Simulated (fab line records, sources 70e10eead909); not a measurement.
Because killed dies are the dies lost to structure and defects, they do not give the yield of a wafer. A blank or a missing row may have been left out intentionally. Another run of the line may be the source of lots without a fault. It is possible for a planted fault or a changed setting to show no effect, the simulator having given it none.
Check for tools in common + flow nand-harc + 6 lots, 17 wafers sampled

WHY IT WAS OPENED
Flagged at NHARC_END_SORT_01: reading killed-at-array, on 3 of 6 lots. No-fault wafers: 27, standard deviation 8.
Rule: a lot is flagged when every wafer of it that has a number lies more than 4 standard deviations from that mean, or none has a number. All remaining lots are regarded as sound.

| lot  | measured     | on        | killed-at-array, wafer by wafer | flag    |
|------|--------------|-----------|---------------------------------|---------|
| L602 | day 19 21:44 | prober-02 | 676 675 676                     | FLAGGED |
| L601 | day 20 06:18 | prober-01 | 668 669 667                     | FLAGGED |
| L600 | day 20 14:07 | prober-01 | 674 673 674                     | FLAGGED |
| L618 | day 23 21:58 | prober-01 | 28 21 23                        |         |
| L616 | day 23 22:02 | prober-02 | 27 32 32                        |         |
| L615 | day 24 05:50 | prober-01 | 28 31                           |         |
The numbers of the flagged lots are 672 on average: +645 against the usual, or +81 standard deviations.

EACH LOT AND THE TOOL IT RAN ON
The record holds 4 process steps before the reading, out of a route of 1159 steps. Each cell gives the tool, then ch followed by the chambers the sampled wafers passed through, then the start.
| lot  | flag    | NHARC_A_STAIRCASE_HM_OPEN_463                 | NHARC_A_STAIRCASE_ALD_415        | NHARC_A_STAIRCASE_ALD_420        | NHARC_A_STAIRCASE_DEP_151       |
|------|---------|-----------------------------------------------|----------------------------------|----------------------------------|---------------------------------|
| L602 | FLAGGED | rie-diel-13 ch 0,2, day 12 12:40 or earlier   | ald-hk-04 ch 1,2, day 12 12:40   | ald-hk-04 ch 1,2,3, day 12 18:08 | pecvd-02 ch 0,1, day 13 01:09   |
| L601 | FLAGGED | rie-diel-09 ch 0,2,3, day 12 11:46 or earlier | ald-hk-01 ch 1,2, day 12 11:46   | ald-hk-04 ch 1,3, day 12 16:43   | pecvd-01 ch 1,2, day 13 00:57   |
| L600 | FLAGGED | rie-diel-09 ch 0,1,3, day 12 10:25 or earlier | ald-hk-02 ch 0,2, day 12 10:25   | ald-hk-01 ch 1,2,3, day 12 17:02 | pecvd-04 ch 0,2, day 13 01:20   |
| L618 |         | rie-diel-10 ch 0,1,2, day 16 10:53 or earlier | ald-hk-02 ch 0,1,2, day 16 10:53 | ald-hk-01 ch 0,1,2, day 16 20:38 | pecvd-01 ch 0,1,2, day 17 05:29 |
| L616 |         | rie-diel-13 ch 0,1,2, day 16 09:23 or earlier | ald-hk-01 ch 1,2,3, day 16 09:23 | ald-hk-04 ch 0,1,3, day 16 20:47 | pecvd-02 ch 0,1, day 17 05:17   |
| L615 |         | rie-diel-09 ch 1,2,3, day 16 19:05 or earlier | ald-hk-04 ch 0,1,2, day 16 19:05 | ald-hk-02 ch 1,2,3, day 17 03:39 | pecvd-04 ch 0,1, day 17 11:39   |
What is done by these steps:
- NHARC_A_STAIRCASE_HM_OPEN_463: chemistry O2/COS.
- NHARC_A_STAIRCASE_ALD_415: deposits SiO2, target thk 30 nm, pulse time 6 s, ald cycles 300.
- NHARC_A_STAIRCASE_ALD_420: deposits SiO2, target thk 20 nm, pulse time 6 s, ald cycles 200.
- NHARC_A_STAIRCASE_DEP_151: deposits SiO2, target thk 3800 nm.
- NHARC_END_SORT_01

FLAGGED AGAINST TOTAL, ONE TOOL AT A TIME (gauges that did the reading follow at the end)
| step                          | tool        | lots run | flagged | share of the flagged lots | sound lots run after its first flagged lot |
|-------------------------------|-------------|----------|---------|---------------------------|--------------------------------------------|
| NHARC_A_STAIRCASE_HM_OPEN_463 | rie-diel-09 | 3        | 2       | some                      | 1 (L615)                                   |
| NHARC_A_STAIRCASE_HM_OPEN_463 | rie-diel-10 | 1        | 0       | none                      | -                                          |
| NHARC_A_STAIRCASE_HM_OPEN_463 | rie-diel-13 | 2        | 1       | some                      | 1 (L616)                                   |
| NHARC_A_STAIRCASE_ALD_415     | ald-hk-01   | 2        | 1       | some                      | 1 (L616)                                   |
| NHARC_A_STAIRCASE_ALD_415     | ald-hk-02   | 2        | 1       | some                      | 1 (L618)                                   |
| NHARC_A_STAIRCASE_ALD_415     | ald-hk-04   | 2        | 1       | some                      | 1 (L615)                                   |
| NHARC_A_STAIRCASE_ALD_420     | ald-hk-01   | 2        | 1       | some                      | 1 (L618)                                   |
| NHARC_A_STAIRCASE_ALD_420     | ald-hk-02   | 1        | 0       | none                      | -                                          |
| NHARC_A_STAIRCASE_ALD_420     | ald-hk-04   | 3        | 2       | some                      | 1 (L616)                                   |
| NHARC_A_STAIRCASE_DEP_151     | pecvd-01    | 2        | 1       | some                      | 1 (L618)                                   |
| NHARC_A_STAIRCASE_DEP_151     | pecvd-02    | 2        | 1       | some                      | 1 (L616)                                   |
| NHARC_A_STAIRCASE_DEP_151     | pecvd-04    | 2        | 1       | some                      | 1 (L615)                                   |
| NHARC_END_SORT_01             | prober-01   | 4        | 2       | some                      | 2 (L618,L615)                              |
| NHARC_END_SORT_01             | prober-02   | 2        | 1       | some                      | 1 (L616)                                   |
NHARC_A_STAIRCASE_HM_OPEN_463: start missing for some lots; hours and lot order therefore follow NHARC_A_STAIRCASE_ALD_415.

WHAT THE TABLE ALLOWS
No row of the table ran every flagged lot.

WHAT HAD BEEN PUT IN BY THE SIMULATOR
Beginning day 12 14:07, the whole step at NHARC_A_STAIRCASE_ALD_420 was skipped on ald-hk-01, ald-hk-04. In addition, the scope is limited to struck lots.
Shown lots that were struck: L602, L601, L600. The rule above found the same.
